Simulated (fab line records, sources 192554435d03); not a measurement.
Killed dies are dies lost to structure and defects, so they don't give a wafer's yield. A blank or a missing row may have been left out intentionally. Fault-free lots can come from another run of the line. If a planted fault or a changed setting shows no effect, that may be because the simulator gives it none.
Matching of chambers | flow n5-finfet | N5_GATE_CUT_HM_OPEN_40 on rie-diel-04 has 4 sister chambers
The step chemistry C4F6/O2, target SiO2, target depth 139 nm, time 85.1 s. 8 wafers are shown with their chamber, then 10 later ones without.

WAFERS, EACH WITH ITS CHAMBER
wafer  | chamber | drypump-motor-current-A (A) | rf-vpp-V (V)
L076.1 | 2       | 5.6                         | 668
L081.1 | 1       | 5.9                         | 666
L082.2 | 3       | 5.7                         | 660
L082.5 | 3       | 5.7                         | 662
L084.2 | 2       | 5.6                         | 680
L084.6 | 0       | 5.1                         | 648
L086.3 | 1       | 5.8                         | 668
L086.5 | 0       | 5.1                         | 646

WAFERS WHOSE CHAMBER IS MISSING
wafer  | drypump-motor-current-A (A) | rf-vpp-V (V)
L086.6 | 5.8                         | 665
L087.3 | 5.7                         | 660
L087.4 | 5.9                         | 667
L087.5 | 5.1                         | 647
L093.1 | 5.9                         | 666
L093.2 | 5.1                         | 646
L093.5 | 5.1                         | 647
L094.1 | 5.8                         | 666
L094.2 | 5.6                         | 679
L094.4 | 5.7                         | 672

WHICH CHAMBER EACH ONE RAN IN
wafer  | from the rows above          | in truth
L086.6 | can't be placed: 1 or 3      | 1
L087.3 | 3                            | 3
L087.4 | 1                            | 1
L087.5 | 0                            | 0
L093.1 | 1                            | 1
L093.2 | 0                            | 0
L093.5 | 0                            | 0
L094.1 | can't be placed: 1 or 3      | 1
L094.2 | 2                            | 2
L094.4 | can't be placed: 3 or 2 or 1 | 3
7 of 10 placed correctly. Not placeable from these rows: 3 (in 3, the candidates include the true chamber). Placed wrongly: 0.
How it was worked out, from the rows above alone: a wafer's distance from a chamber is the root of the sum, over the readings, of the square of ((its reading less the chamber's mean) divided by the reading's scatter). The wafer belongs to the nearest chamber; if the next one is less than 2 further off, it can't be placed. The mean given for a chamber averages the wafers shown for that chamber. The scatter is the square root of a quotient: the sum, over the shown wafers, of each reading's squared deviation from its chamber's mean, divided by wafers minus chambers.
